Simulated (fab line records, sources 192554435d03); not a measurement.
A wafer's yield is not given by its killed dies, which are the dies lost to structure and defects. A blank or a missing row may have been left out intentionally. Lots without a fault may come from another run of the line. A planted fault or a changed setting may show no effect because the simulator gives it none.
fab line records -- flow n5-finfet
record lots=14, wafers=42, last-day=19
route steps=1938 shown BEOL_M13@1699 BEOL_M14@1716
lots that met no fault: from a run of the same line without faults
start-h: hours from the record's first day to the start of the lot's first wafer shown -- wait-h: how many hours have passed since the lot's step before this one -- " repeats the value in the row above -- L1.1+2: a single row standing in for several wafers -- - no value, or no start given -- * or withheld: withheld -- < > ~ a bound
route shown NAME@n: names a module that has steps shown in the file, with the first one's number in the route -- usual: the fault-free wafers' mean and standard deviation -- same: alike in all rows -- chamber/n: place in a boat -- sites: readings site by site -- _std_site: standard deviation of those values -- _edge_site: outer sites' mean less inner sites' -- radius-mm: for every site, how far away it sits from the centre of the wafer -- mask NAME#n: copy n -- behind: the most recent tool/chamber to have shaped the wafer -- hold: why the lot was held/for how many hours/how that ended -- device: transistor that didn't switch, given as n, p or np -- end of line: tests of these same wafers at the route's end -- step lacking rows: just its recipe -- killed: dies that structure and defects cost at the first sort, which is not the same as the wafer's yield -- map: a wafer's dies, marking killed ones x, the rest . and places with no die _
set.NAME: the setting as run; set.NAME@STEP: as run at that earlier step -- model.NAME: the simulator's own value behind a step, which no gauge read
steps of the route over a sample of lots; a table a step, a row a wafer
services: the hour from which a tool's chamber was out of use, counted from the record's first day as start-h (under 0 if before that day), plus the number of hours and why
## steps
# step N5_BEOL_M13_STRIP_37
# recipe chemistry=N2/H2, power-w=1000, temp-c=250, h2-frac=0.65, overash-fraction=0.3, pressure-mtorr=withheld, n2-flow-sccm=1750, h2-flow-sccm=3250
# usual drypump-motor-current-A=5.89/0.2, heater-power-w=332/30, oes-product-au=0.784/0.011
lot.wafer,tool,chamber,start-h,wait-h,drypump-motor-current-A,heater-power-w,oes-product-au,rf-hours-counter-h
L775.1,plasma-asher-02,0,282.86,0.0,6.11,303,0.772,116
L775.3,plasma-asher-02,1,282.86,0.0,5.63,383,0.765,-
L775.6,plasma-asher-02,1,282.86,0.0,5.59,380,0.769,-
L777.1,plasma-asher-01,1,294.57,0.0,5.80,303,0.772,81
L777.4,plasma-asher-01,1,294.57,0.0,5.79,304,0.791,-
L777.5,plasma-asher-01,1,294.57,0.0,5.80,314,0.807,-
L776.2,plasma-asher-02,1,312.81,0.0,5.60,380,0.783,122
L776.4,plasma-asher-02,0,312.81,0.0,6.15,305,0.782,-
L776.6,plasma-asher-02,1,312.81,0.0,5.63,373,0.785,-
L779.1,plasma-asher-02,0,319.41,0.4,6.18,309,0.798,125
L779.3,plasma-asher-02,1,319.41,0.4,5.60,373,0.796,-
L779.4,plasma-asher-02,0,319.41,0.4,6.09,306,0.800,-
L788.1,plasma-asher-01,0,362.41,0.0,6.01,346,0.774,93
L788.2,plasma-asher-01,1,362.41,0.0,5.80,301,0.783,93
L788.5,plasma-asher-01,1,362.41,0.0,5.81,305,0.796,-
L786.2,plasma-asher-01,0,365.90,0.0,6.03,341,0.778,94
L786.3,plasma-asher-01,0,365.90,0.0,6.02,344,0.798,-
L786.4,plasma-asher-01,1,365.90,0.0,5.75,302,0.799,-
L787.1,plasma-asher-01,0,379.24,0.0,6.03,343,0.791,97
L787.5,plasma-asher-01,1,379.24,0.0,5.78,299,0.781,-
L787.6,plasma-asher-01,0,379.24,0.0,6.02,344,0.782,-
L791.3,plasma-asher-02,1,389.44,0.1,5.60,378,0.773,-
L791.4,plasma-asher-02,0,389.44,0.1,6.10,310,0.795,-
L791.5,plasma-asher-02,0,389.44,0.1,6.18,305,0.796,-
L790.2,plasma-asher-01,0,395.64,0.0,6.06,347,0.791,100
L790.3,plasma-asher-01,0,395.64,0.0,6.03,347,0.791,-
L790.6,plasma-asher-01,0,395.64,0.0,6.05,341,0.771,-
L789.1,plasma-asher-02,1,395.72,0.0,5.58,383,0.794,140
L789.3,plasma-asher-02,0,395.72,0.0,6.12,298,0.783,-
L789.6,plasma-asher-02,1,395.72,0.0,5.61,379,0.785,-
L792.1,plasma-asher-01,1,408.39,0.0,5.80,304,0.772,103
L792.2,plasma-asher-01,0,408.39,0.0,6.03,346,0.793,103
L792.6,plasma-asher-01,0,408.39,0.0,6.01,343,0.779,-
L796.2,plasma-asher-01,1,423.82,0.0,5.80,298,0.795,105
L796.5,plasma-asher-01,1,423.82,0.0,5.75,301,0.786,-
L796.6,plasma-asher-01,0,423.82,0.0,5.99,342,0.777,-
L795.1,plasma-asher-01,1,425.76,0.0,5.81,306,0.791,106
L795.2,plasma-asher-01,0,425.76,0.0,6.00,344,0.757,106
L795.5,plasma-asher-01,0,425.76,0.0,6.01,354,0.779,-
L797.2,plasma-asher-01,0,426.28,0.1,6.03,353,0.790,106
L797.4,plasma-asher-01,1,426.28,0.1,5.81,302,0.792,-
L797.5,plasma-asher-01,1,426.28,0.1,5.77,304,0.801,-
# step N5_BEOL_M14_ILD_DEP_00
# recipe material=SiO2, target-thk-a=11193, temp-c=400, precursor=TEOS/O2, pressure-torr=6.5, rf-w=900, teos-flow-sccm=161.4, gas=O2, flow-sccm=2650, time-s=237.4
# usual chamber-pressure-Torr=6.500/0.014, heater-power-outer-w=290/61, heater-power-w=533/91, showerhead-plenum-p-Torr=8.36/0.045, susceptor-temp-C=399.96/0.23, throttle-valve-pct=18.7/1.1
lot.wafer,tool,chamber,start-h,wait-h,chamber-pressure-Torr,heater-power-outer-w,heater-power-w,showerhead-plenum-p-Torr,susceptor-temp-C,throttle-valve-pct
L775.1,pecvd-03,0,284.74,0.0,6.501,401,696,8.31,399.94,19.1
L775.3,pecvd-03,2,284.74,0.0,6.516,245,483,8.36,400.31,16.8
L775.6,pecvd-03,0,284.74,0.0,6.520,283,541,8.30,399.90,18.7
L777.1,pecvd-02,1,297.20,0.0,6.488,311,552,8.29,400.06,17.4
L777.4,pecvd-02,0,297.20,0.0,6.507,290,511,8.38,399.98,19.3
L777.5,pecvd-02,1,297.20,0.0,6.484,351,602,8.30,399.74,17.5
L776.2,pecvd-03,0,314.45,0.0,6.505,387,711,8.33,400.36,18.8
L776.4,pecvd-03,1,314.45,0.0,6.509,261,487,8.30,400.18,19.6
L776.6,pecvd-03,2,314.45,0.0,6.503,286,523,8.37,400.16,17.2
L779.1,pecvd-02,2,324.40,0.0,6.494,320,615,8.37,399.70,19.1
L779.3,pecvd-02,0,324.40,0.0,6.500,247,451,8.40,399.98,19.2
L779.4,pecvd-02,2,324.40,0.0,6.509,364,692,8.38,399.85,19.0
L788.1,pecvd-02,0,364.25,0.0,6.489,279,479,8.37,399.89,19.1
L788.2,pecvd-02,2,364.25,0.0,6.482,374,691,8.38,399.66,19.3
L788.5,pecvd-02,0,364.25,0.0,6.476,250,446,8.37,400.09,19.3
L786.2,pecvd-02,0,371.56,0.0,6.503,287,511,8.37,400.12,19.3
L786.3,pecvd-02,2,371.56,0.0,6.505,277,560,8.37,400.35,19.1
L786.4,pecvd-02,2,371.56,0.0,6.492,332,642,8.37,400.05,19.2
L787.1,pecvd-02,0,385.24,0.0,6.523,289,499,8.36,399.55,19.4
L787.5,pecvd-02,0,385.24,0.0,6.503,241,444,8.37,399.75,19.3
L787.6,pecvd-02,2,385.24,0.0,6.486,330,649,8.36,399.82,19.5
L791.3,pecvd-01,1,393.44,0.0,-,-,-,-,-,-
L791.4,pecvd-01,1,393.44,0.0,-,-,-,-,-,-
L791.5,pecvd-01,2,393.44,0.0,-,-,-,-,-,-
L790.2,pecvd-03,0,399.28,0.0,-,-,-,-,-,-
L790.3,pecvd-03,1,399.28,0.0,-,-,-,-,-,-
L790.6,pecvd-03,1,399.28,0.0,-,-,-,-,-,-
L789.1,pecvd-01,2,401.48,0.0,6.509,302,512,8.40,400.17,17.2
L789.3,pecvd-01,0,401.48,0.0,6.473,360,612,8.37,400.03,18.1
L789.6,pecvd-01,1,401.48,0.0,6.489,257,493,8.46,400.07,20.6
L792.1,pecvd-02,2,412.66,0.0,6.525,297,583,8.38,400.12,19.4
L792.2,pecvd-02,0,412.66,0.0,6.493,216,413,8.37,399.85,19.3
L792.6,pecvd-02,2,412.66,0.0,6.528,353,670,8.38,399.96,19.4
L796.2,pecvd-03,1,426.47,0.0,6.526,238,473,8.32,400.07,19.4
L796.5,pecvd-03,1,426.47,0.0,6.502,259,503,8.32,400.27,19.4
L796.6,pecvd-03,0,426.47,0.0,6.513,413,700,8.33,400.16,19.3
L795.1,pecvd-03,2,431.69,0.0,6.506,275,520,8.37,399.61,17.2
L795.2,pecvd-03,1,431.69,0.0,6.496,192,409,8.32,400.18,19.2
L795.5,pecvd-03,2,431.69,0.0,6.500,308,551,8.39,400.01,17.3
L797.2,pecvd-01,2,433.30,0.0,6.515,308,518,8.41,399.54,17.2
L797.4,pecvd-01,2,433.30,0.0,6.497,354,586,8.38,399.71,17.3
L797.5,pecvd-01,0,433.30,0.0,6.483,257,487,8.35,400.01,18.0
# step N5_BEOL_M14_INSPECT_12
# recipe mode=adi, inspect-instrument=macro
# usual raw-defect-count=2.0/1.3
lot.wafer,tool,chamber,start-h,wait-h,raw-defect-count
L775.1,defect-inspect-01,-,285.29,0.0,2
L775.3,defect-inspect-01,-,285.29,0.0,2
L775.6,defect-inspect-01,-,285.29,0.0,1
L777.1,defect-inspect-01,-,297.75,0.0,4
L777.4,defect-inspect-01,-,297.75,0.0,2
L777.5,defect-inspect-01,-,297.75,0.0,3
L776.2,defect-inspect-02,-,315.00,0.0,3
L776.4,defect-inspect-02,-,315.00,0.0,0
L776.6,defect-inspect-02,-,315.00,0.0,1
L779.1,defect-inspect-02,-,324.95,0.0,0
L779.3,defect-inspect-02,-,324.95,0.0,2
L779.4,defect-inspect-02,-,324.95,0.0,0
L788.1,defect-inspect-02,-,365.01,0.0,2
L788.2,defect-inspect-02,-,365.01,0.0,1
L788.5,defect-inspect-02,-,365.01,0.0,2
L786.2,defect-inspect-02,-,372.11,0.0,2
L786.3,defect-inspect-02,-,372.11,0.0,2
L786.4,defect-inspect-02,-,372.11,0.0,1
L787.1,defect-inspect-01,-,385.99,0.0,3
L787.5,defect-inspect-01,-,385.99,0.0,5
L787.6,defect-inspect-01,-,385.99,0.0,1
L791.3,defect-inspect-01,-,394.12,0.0,1
L791.4,defect-inspect-01,-,394.12,0.0,1
L791.5,defect-inspect-01,-,394.12,0.0,1
L790.2,defect-inspect-01,-,399.91,0.0,3
L790.3,defect-inspect-01,-,399.91,0.0,2
L790.6,defect-inspect-01,-,399.91,0.0,4
L789.1,defect-inspect-02,-,402.16,0.0,3
L789.3,defect-inspect-02,-,402.16,0.0,1
L789.6,defect-inspect-02,-,402.16,0.0,3
L792.1,defect-inspect-01,-,413.21,0.0,2
L792.2,defect-inspect-01,-,413.21,0.0,2
L792.6,defect-inspect-01,-,413.21,0.0,1
L796.2,defect-inspect-02,-,427.02,0.0,0
L796.5,defect-inspect-02,-,427.02,0.0,1
L796.6,defect-inspect-02,-,427.02,0.0,2
L795.1,defect-inspect-02,-,432.37,0.0,3
L795.2,defect-inspect-02,-,432.37,0.0,0
L795.5,defect-inspect-02,-,432.37,0.0,0
L797.2,defect-inspect-02,-,433.85,0.0,3
L797.4,defect-inspect-02,-,433.85,0.0,0
L797.5,defect-inspect-02,-,433.85,0.0,2
# step N5_BEOL_M14_ETCH_59
# recipe chemistry=N2/H2, target=BARC, target-depth-a=890, overetch-a=267, time-s=67.9, ion-energy-ev=200, pressure-mtorr=30, source-w=840, bias-w=150, n2-flow-sccm=200, h2-flow-sccm=200
# usual bias-w=150.0/0.45, drypump-motor-current-A=5.9/0.48, oes-product-au=0.69/0.067, rf-vpp-V=523.6/2.8, showerhead-plenum-p-Torr=2.53/0.11, throttle-valve-pct=17.8/0.37
lot.wafer,tool,chamber,start-h,wait-h,bias-w,drypump-motor-current-A,oes-product-au,rf-hours-counter-h,rf-vpp-V,showerhead-plenum-p-Torr,throttle-valve-pct
L775.1,rie-diel-04,2,285.36,0.0,150.3,5.6,0.59,229,522.0,2.40,18.2
L775.3,rie-diel-04,3,285.36,0.0,149.8,5.2,0.78,13,527.8,2.70,17.3
L775.6,rie-diel-04,3,285.36,0.0,150.2,5.2,0.79,-,527.3,2.70,17.3
L777.1,rie-diel-04,0,297.82,0.0,150.0,6.0,0.62,182,523.5,2.53,18.4
L777.4,rie-diel-04,3,297.82,0.0,150.3,5.2,0.77,-,528.8,2.70,17.3
L777.5,rie-diel-04,1,297.82,0.0,150.0,6.4,0.72,-,526.1,2.59,17.7
L776.2,rie-diel-01,3,315.36,0.0,149.3,6.0,0.72,86,520.6,2.44,17.3
L776.4,rie-diel-01,0,315.36,0.0,149.7,6.4,0.59,243,525.3,2.59,18.2
L776.6,rie-diel-01,2,315.36,0.0,149.5,6.6,0.62,-,520.5,2.42,18.4
L779.1,rie-diel-03,1,325.02,0.0,149.8,5.2,0.75,44,524.4,2.59,17.6
L779.3,rie-diel-03,0,325.02,0.0,149.8,5.6,0.77,20,528.2,2.73,17.7
L779.4,rie-diel-03,0,325.02,0.0,149.6,5.6,0.78,-,529.2,2.73,17.7
L788.1,rie-diel-01,1,365.08,0.0,150.2,5.8,0.69,91,522.9,2.46,17.9
L788.2,rie-diel-01,2,365.08,0.0,149.8,6.6,0.61,217,520.1,2.41,18.5
L788.5,rie-diel-01,0,365.08,0.0,150.5,6.4,0.85,-,525.8,2.59,17.7
L786.2,rie-diel-03,2,372.18,0.0,150.4,5.3,0.61,197,521.0,2.42,17.7
L786.3,rie-diel-03,1,372.18,0.0,149.8,5.2,0.72,62,526.4,2.59,17.6
L786.4,rie-diel-03,0,372.18,0.0,150.0,5.6,0.76,34,528.7,2.72,17.7
L787.1,rie-diel-04,3,386.09,0.0,151.4,5.2,0.73,52,526.7,2.68,17.4
L787.5,rie-diel-04,2,386.09,0.0,150.4,5.6,0.81,-,529.1,2.71,17.8
L787.6,rie-diel-04,3,386.09,0.0,150.1,5.2,0.73,-,527.6,2.68,17.4
L791.3,rie-diel-03,2,394.19,0.0,150.1,5.3,0.60,205,520.7,2.41,17.7
L791.4,rie-diel-03,3,394.19,0.0,149.5,6.5,0.76,23,526.7,2.60,17.6
L791.5,rie-diel-03,3,394.19,0.0,150.5,6.5,0.76,-,525.0,2.60,17.6
L790.2,rie-diel-03,2,400.35,0.0,150.1,5.3,0.61,206,518.4,2.41,17.7
L790.3,rie-diel-03,3,400.35,0.0,149.5,6.5,0.76,25,525.6,2.60,17.6
L790.6,rie-diel-03,3,400.35,0.0,149.7,6.5,0.76,-,525.6,2.60,17.6
L789.1,rie-diel-03,1,402.59,0.0,149.6,5.2,0.72,72,525.0,2.58,17.6
L789.3,rie-diel-03,2,402.59,0.0,150.2,5.3,0.61,207,521.3,2.41,17.7
L789.6,rie-diel-03,0,402.59,0.0,150.0,5.7,0.74,-,526.3,2.72,17.7
L792.1,rie-diel-01,0,413.44,0.0,150.8,6.4,0.81,19,525.0,2.58,17.8
L792.2,rie-diel-01,3,413.44,0.0,149.8,5.9,0.69,123,522.2,2.43,17.4
L792.6,rie-diel-01,2,413.44,0.0,149.0,6.5,0.60,-,521.3,2.40,18.5
L796.2,rie-diel-01,1,427.09,0.0,151.0,5.8,0.68,112,521.5,2.45,18.0
L796.5,rie-diel-01,2,427.09,0.0,149.8,6.6,0.60,-,520.4,2.40,18.5
L796.6,rie-diel-01,1,427.09,0.0,149.7,5.8,0.68,-,521.4,2.45,18.0
L795.1,rie-diel-03,2,432.44,0.0,150.3,5.3,0.60,217,521.0,2.41,17.7
L795.2,rie-diel-03,0,432.44,0.0,150.7,5.6,0.72,57,528.1,2.71,17.7
L795.5,rie-diel-03,2,432.44,0.0,150.6,5.3,0.60,-,519.4,2.41,17.7
L797.2,rie-diel-03,3,433.99,0.0,149.6,6.5,0.75,38,525.0,2.60,17.7
L797.4,rie-diel-03,2,433.99,0.0,150.3,5.3,0.60,218,520.7,2.41,17.7
L797.5,rie-diel-03,0,433.99,0.0,149.5,5.6,0.73,-,526.6,2.71,17.7
# step N5_BEOL_M14_VIA_ETCH_16
# recipe chemistry=C4F8/O2/Ar, target=SiO2, he-inner-torr=15, he-outer-torr=30, target-depth-a=12313, time-s=withheld, ion-energy-ev=800, pressure-mtorr=20, source-w=1905, bias-w=2040, Ar_flow_sccm=400, C4F8_flow_sccm=16, O2_flow_sccm=12, ends=cleared
# usual bias-w=2041/6.8, drypump-motor-current-A=5.9/0.48, oes_f_703_au=0.80/0.075, oes-product-au=0.73/0.074, rf-vpp-V=2233/34, showerhead-plenum-p-Torr=3.42/0.13, throttle-valve-pct=30.8/0.33
lot.wafer,tool,chamber,start-h,wait-h,bias-w,drypump-motor-current-A,oes_f_703_au,oes-product-au,rf-vpp-V,showerhead-plenum-p-Torr,throttle-valve-pct
L775.1,rie-diel-04,2,285.42,0.0,2032,5.6,0.68,0.62,2276,3.26,31.1
L775.3,rie-diel-04,3,285.42,0.0,2048,5.2,0.90,0.83,2320,3.65,30.3
L775.6,rie-diel-04,3,285.42,0.0,2054,5.2,0.91,0.83,2320,3.65,30.4
L777.1,rie-diel-04,0,297.87,0.0,2032,6.0,0.73,0.65,2209,3.43,31.4
L777.4,rie-diel-04,3,297.87,0.0,2042,5.2,0.89,0.82,2322,3.64,30.3
L777.5,rie-diel-04,1,297.87,0.0,2041,6.4,0.80,0.76,2265,3.50,30.6
L776.2,rie-diel-01,3,315.41,0.0,2045,6.0,0.83,0.76,2214,3.35,30.6
L776.4,rie-diel-01,0,315.41,0.0,2043,6.4,0.68,0.61,2181,3.53,31.3
L776.6,rie-diel-01,2,315.41,0.0,2054,6.5,0.74,0.64,2215,3.27,31.2
L779.1,rie-diel-03,1,325.07,0.0,2026,5.1,0.87,0.79,2232,3.50,30.5
L779.3,rie-diel-03,0,325.07,0.0,2036,5.6,0.91,0.83,2254,3.65,30.7
L779.4,rie-diel-03,0,325.07,0.0,2040,5.6,0.91,0.83,2255,3.65,30.7
L788.1,rie-diel-01,1,365.13,0.0,2039,5.8,0.81,0.74,2235,3.31,30.8
L788.2,rie-diel-01,2,365.13,0.0,2040,6.5,0.72,0.64,2212,3.26,31.3
L788.5,rie-diel-01,0,365.13,0.0,2052,6.4,0.99,0.90,2180,3.53,31.1
L786.2,rie-diel-03,2,372.23,0.0,2039,5.3,0.72,0.64,2237,3.29,30.5
L786.3,rie-diel-03,1,372.23,0.0,2053,5.2,0.84,0.76,2231,3.49,30.5
L786.4,rie-diel-03,0,372.23,0.0,2042,5.6,0.89,0.79,2255,3.64,30.7
L787.1,rie-diel-04,3,386.14,0.0,2048,5.2,0.83,0.76,2318,3.62,30.4
L787.5,rie-diel-04,2,386.14,0.0,2046,5.6,0.93,0.85,2314,3.65,30.9
L787.6,rie-diel-04,3,386.14,0.0,2054,5.2,0.83,0.77,2320,3.62,30.4
L791.3,rie-diel-03,2,394.24,0.0,2033,5.3,0.71,0.27,2235,3.29,29.8
L791.4,rie-diel-03,3,394.24,0.0,2036,6.5,0.89,0.33,2212,3.48,29.7
L791.5,rie-diel-03,3,394.24,0.0,2044,6.5,0.90,0.34,2212,3.48,29.7
L790.2,rie-diel-03,2,400.40,0.0,2040,5.3,0.72,0.26,2237,3.29,29.9
L790.3,rie-diel-03,3,400.40,0.0,2029,6.5,0.88,0.33,2212,3.48,29.7
L790.6,rie-diel-03,3,400.40,0.0,2043,6.5,0.90,0.32,2211,3.48,29.7
L789.1,rie-diel-03,1,402.65,0.0,2033,5.2,0.84,0.74,2231,3.48,30.5
L789.3,rie-diel-03,2,402.65,0.0,2047,5.3,0.72,0.63,2237,3.28,30.5
L789.6,rie-diel-03,0,402.65,0.0,2040,5.7,0.86,0.79,2254,3.64,30.7
L792.1,rie-diel-01,0,413.49,0.0,2053,6.4,0.93,0.84,2180,3.52,31.1
L792.2,rie-diel-01,3,413.49,0.0,2046,6.0,0.79,0.73,2212,3.33,30.6
L792.6,rie-diel-01,2,413.49,0.0,2038,6.6,0.71,0.63,2212,3.25,31.3
L796.2,rie-diel-01,1,427.14,0.0,2032,5.8,0.78,0.72,2236,3.30,30.8
L796.5,rie-diel-01,2,427.14,0.0,2050,6.5,0.71,0.62,2211,3.25,31.3
L796.6,rie-diel-01,1,427.14,0.0,2036,5.8,0.78,0.71,2236,3.30,30.8
L795.1,rie-diel-03,2,432.49,0.0,2048,5.3,0.71,0.62,2238,3.28,30.5
L795.2,rie-diel-03,0,432.49,0.0,2033,5.6,0.84,0.77,2253,3.63,30.7
L795.5,rie-diel-03,2,432.49,0.0,2056,5.3,0.70,0.62,2237,3.28,30.6
L797.2,rie-diel-03,3,434.04,0.0,2045,6.5,0.87,0.78,2212,3.48,30.4
L797.4,rie-diel-03,2,434.04,0.0,2029,5.3,0.70,0.62,2236,3.28,30.5
L797.5,rie-diel-03,0,434.04,0.0,2044,5.6,0.84,0.78,2253,3.63,30.7
# step N5_BEOL_M14_CD_MEAS_17
# recipe target-cd-nm=250, polarity=opening
# usual cd-nm=250.1/2.4
lot.wafer,tool,chamber,start-h,wait-h,cd-nm
L775.1,cd-sem-02,-,285.76,0.0,246.8
L775.3,cd-sem-02,-,285.76,0.0,247.6
L775.6,cd-sem-02,-,285.76,0.0,251.3
L777.1,cd-sem-03,-,298.22,0.0,253.9
L777.4,cd-sem-03,-,298.22,0.0,251.1
L777.5,cd-sem-03,-,298.22,0.0,252.3
L776.2,cd-sem-01,-,315.76,0.0,250.7
L776.4,cd-sem-01,-,315.76,0.0,252.6
L776.6,cd-sem-01,-,315.76,0.0,253.0
L779.1,cd-sem-02,-,325.42,0.0,253.1
L779.3,cd-sem-02,-,325.42,0.0,252.6
L779.4,cd-sem-02,-,325.42,0.0,250.0
L788.1,cd-sem-01,-,365.53,0.0,250.9
L788.2,cd-sem-01,-,365.53,0.0,250.0
L788.5,cd-sem-01,-,365.53,0.0,252.9
L786.2,cd-sem-03,-,372.58,0.0,245.5
L786.3,cd-sem-03,-,372.58,0.0,249.6
L786.4,cd-sem-03,-,372.58,0.0,246.0
L787.1,cd-sem-02,-,386.62,0.0,245.2
L787.5,cd-sem-02,-,386.62,0.0,248.7
L787.6,cd-sem-02,-,386.62,0.0,249.2
L791.3,cd-sem-01,-,394.60,0.0,-
L791.4,cd-sem-01,-,394.60,0.0,-
L791.5,cd-sem-01,-,394.60,0.0,-
L790.2,cd-sem-01,-,400.75,0.0,-
L790.3,cd-sem-01,-,400.75,0.0,-
L790.6,cd-sem-01,-,400.75,0.0,-
L789.1,cd-sem-02,-,402.99,0.0,251.0
L789.3,cd-sem-02,-,402.99,0.0,250.3
L789.6,cd-sem-02,-,402.99,0.0,252.2
L792.1,cd-sem-01,-,413.84,0.0,248.7
L792.2,cd-sem-01,-,413.84,0.0,246.2
L792.6,cd-sem-01,-,413.84,0.0,246.3
L796.2,cd-sem-02,-,427.49,0.0,249.3
L796.5,cd-sem-02,-,427.49,0.0,249.6
L796.6,cd-sem-02,-,427.49,0.0,248.8
L795.1,cd-sem-02,-,432.83,0.0,251.2
L795.2,cd-sem-02,-,432.83,0.0,247.2
L795.5,cd-sem-02,-,432.83,0.0,247.9
L797.2,cd-sem-03,-,434.39,0.0,248.1
L797.4,cd-sem-03,-,434.39,0.0,246.1
L797.5,cd-sem-03,-,434.39,0.0,249.4
## services
tool,chamber,start-h,hours,kind
pecvd-02,0,273.39,5.5,scheduled-down
pecvd-01,-,284.69,6.0,pm
rie-diel-04,2,296.24,7.2,repair
pecvd-03,-,296.50,5.5,pm
rie-diel-03,3,303.59,-,clean
rie-diel-03,3,303.59,-,consumable-replace:focus-ring
rie-diel-03,3,303.59,24.1,scheduled-down
rie-diel-03,3,303.59,24.1,vent-cycle
pecvd-02,-,308.73,1.0,repair
rie-diel-01,0,335.79,-,clean
rie-diel-01,0,335.79,-,consumable-replace:focus-ring
rie-diel-03,0,346.69,3.6,repair
pecvd-03,-,346.72,1.8,repair
rie-diel-04,2,349.27,-,clean
rie-diel-04,2,349.27,-,consumable-replace:focus-ring
rie-diel-04,2,349.27,-,consumable-replace:showerhead
rie-diel-03,3,355.22,1.7,repair
rie-diel-03,0,357.58,3.6,repair
rie-diel-04,0,357.66,5.9,repair
pecvd-02,1,357.81,13.2,repair
pecvd-01,1,374.02,4.6,repair
rie-diel-03,-,374.21,0.7,repair
pecvd-01,-,379.46,1.3,repair
pecvd-01,-,426.48,2.4,repair
## key
first-sign step=N5_BEOL_M14_ILD_DEP_00, reading=tool-record, direction=missing
effect step=N5_BEOL_M14_VIA_ETCH_16, reading=oes-product-au, direction=down, sigmas=5.6, usual=0.73, struck=0.31
effect step=N5_BEOL_M14_CD_MEAS_17, reading=cd-nm, direction=missing
met-at N5_BEOL_M14_ILD_DEP_00
struck-lots L790,L791
later-rows-left-out L790.2,L790.3,L790.6,L791.3,L791.4,L791.5
sort-left-out L790.2,L790.3,L790.6,L791.3,L791.4,L791.5
not-acting-at N5_BEOL_M13_STRIP_37,N5_BEOL_M14_INSPECT_12,N5_BEOL_M14_ETCH_59
onset-between 314.45 393.44
fault kind=skipped-step-whole, tool=pecvd-01,pecvd-03, chamber=-, onset-h=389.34, steps=N5_BEOL_M14_ILD_DEP_00, scope=struck-lots-only
# sort-left-out: the simulated sort isn't trusted on such a fault, so these wafers' sort isn't shown, and their yield isn't known
# later-rows-left-out: the simulator's readings of these wafers behind a module that went badly wrong aren't trusted and aren't shown, but for the sort
